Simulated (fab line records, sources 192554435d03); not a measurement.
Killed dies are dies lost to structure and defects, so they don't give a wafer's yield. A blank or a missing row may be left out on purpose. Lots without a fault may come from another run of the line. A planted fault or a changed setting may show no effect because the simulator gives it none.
One fault seen from 3 desks | flow n5_finfet | each desk has only its own numbers; what lay behind them comes last

THE TOOL OWNER'S DESK: cmp-02
The tool's own readings at N5_BEOL_M7_CMP_52 (polishes, stops on SiCOH lowk, t overpolish 6.9 s, target thk 80 nm): means of the sampled wafers that have a number, for each lot that ran on this tool. A lot is out of limits, marked OUT, if its mean lies more than 4 standard deviations from the usual mean; the brackets give that distance.
Columns: A = barrier_field_endpoint_s at N5_BEOL_M7_CMP_52, usual 29.0 s; B = motor_current_A at N5_BEOL_M7_CMP_52, usual 6.3 A; C = overpolish_run_s at N5_BEOL_M7_CMP_52, usual 6.899 s; D = time_to_endpoint_s at N5_BEOL_M7_CMP_52, usual 63 s
lot  | first seen here | A               | B   | C                       | D
L623 | day 12 16:04    | 28.9            | 6.2 | 6.900                   | 60
L622 | day 12 16:19    | 28.3            | 6.3 | 6.891                   | 58
L624 | day 13 11:32    | 35.1 (+7.1) OUT | 6.3 | 4.624 (-99 or more) OUT | 68
L626 | day 14 21:06    | 34.8 (+6.7) OUT | 5.6 | 4.619 (-99 or more) OUT | 67
This desk's finding: out of limits on L624, L626; first on L624, day 13 11:32 (barrier_field_endpoint_s at N5_BEOL_M7_CMP_52). In limits: L623, L622.

THE DEFECT DESK
What the inspections along the route counted, lot by lot: means of the sampled wafers that have a number. A lot is out of limits, marked OUT, if its mean lies more than 4 standard deviations from the usual mean; the brackets give that distance.
Columns: A = raw_defect_count at N5_BEOL_M7_INSPECT_58, usual 70
lot  | first seen here | A
L618 | day 11 14:38    | 75
L617 | day 11 21:57    | 68
L623 | day 12 16:24    | 50
L622 | day 12 16:46    | 66
L621 | day 13 04:53    | 64
L624 | day 13 11:56    | 437 (+16) OUT
L626 | day 14 21:36    | 462 (+17) OUT
L634 | day 16 05:43    | 84
L637 | day 17 00:43    | 53
This desk's finding: out of limits on L624, L626; first on L624, day 13 11:56 (raw_defect_count at N5_BEOL_M7_INSPECT_58). In limits: L618, L617, L623, L622, L621, L634, L637.

THE METROLOGY DESK
What the gauges read, lot by lot, whatever tool the lot ran on: means of the sampled wafers that have a number. A lot is out of limits, marked OUT, if its mean lies more than 4 standard deviations from the usual mean; the brackets give that distance. Of its 11 readings 7 are shown: the one that was out of limits first, and those that lie furthest out on some lot.
Columns: A = DIBL_P at N5_BEOL_M4_RC_MEAS_101, usual 36.6 mV/V; B = IOFF_N at N5_BEOL_M4_RC_MEAS_101, usual 0.17 nA/um; C = IOFF_P at N5_BEOL_M4_RC_MEAS_101, usual 0.21 nA/um; D = ION_N at N5_BEOL_M4_RC_MEAS_101, usual 674 uA/um; E = VT_N at N5_BEOL_M4_RC_MEAS_101, usual 250 mV; F = VT_P at N5_BEOL_M4_RC_MEAS_101, usual -250 mV; G = M7_THK at N5_BEOL_M7_THK_MEAS_53, usual 78.8 nm
lot  | first seen here | A    | B    | C    | D   | E   | F    | G
L618 | day 10 06:04    | 37.7 | 0.24 | 0.29 | 696 | 244 | -245 | 80.3
L617 | day 10 11:35    | 40.3 | 0.19 | 0.24 | 686 | 247 | -248 | 78.5
L622 | day 11 10:42    | 34.9 | 0.14 | 0.18 | 657 | 251 | -252 | 75.3
L623 | day 11 12:14    | 35.4 | 0.17 | 0.21 | 694 | 251 | -252 | 78.5
L621 | day 11 17:02    | 37.0 | 0.18 | 0.20 | 675 | 248 | -254 | 78.5
L624 | day 12 06:16    | 36.2 | 0.14 | 0.20 | 668 | 253 | -249 | 118.5 (+15) OUT
L626 | day 13 12:01    | 38.1 | 0.17 | 0.22 | 665 | 250 | -251 | 112.5 (+13) OUT
L634 | day 14 19:44    | 39.0 | 0.19 | 0.24 | 682 | 248 | -248 | 80.1
L637 | day 15 13:25    | 36.7 | 0.14 | 0.18 | 667 | 255 | -255 | 78.8
This desk's finding: out of limits on L624, L626; first on L624, day 13 11:47 (M7_THK at N5_BEOL_M7_THK_MEAS_53). In limits: L618, L617, L622, L623, L621, L634, L637.

PUT TOGETHER
The tool owner's desk could have raised an alarm at day 13 11:32, on L624, L626.
The metrology desk could have raised an alarm at day 13 11:47, on L624, L626.
The defect desk could have raised an alarm at day 13 11:56, on L624, L626.
Of the lots named, all ran N5_BEOL_M7_CMP_52 on cmp-02.

WHAT THE SIMULATOR HAD PUT IN
Process parameter drift: cmp-02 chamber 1, from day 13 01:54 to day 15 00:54, at N5_BEOL_M7_CMP_52. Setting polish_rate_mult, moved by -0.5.
Lots struck among those shown: L624, L626.
Hours from the fault's start to each desk's first reading out of limits: the tool owner's desk, 10; the metrology desk, 10; the defect desk, 10.
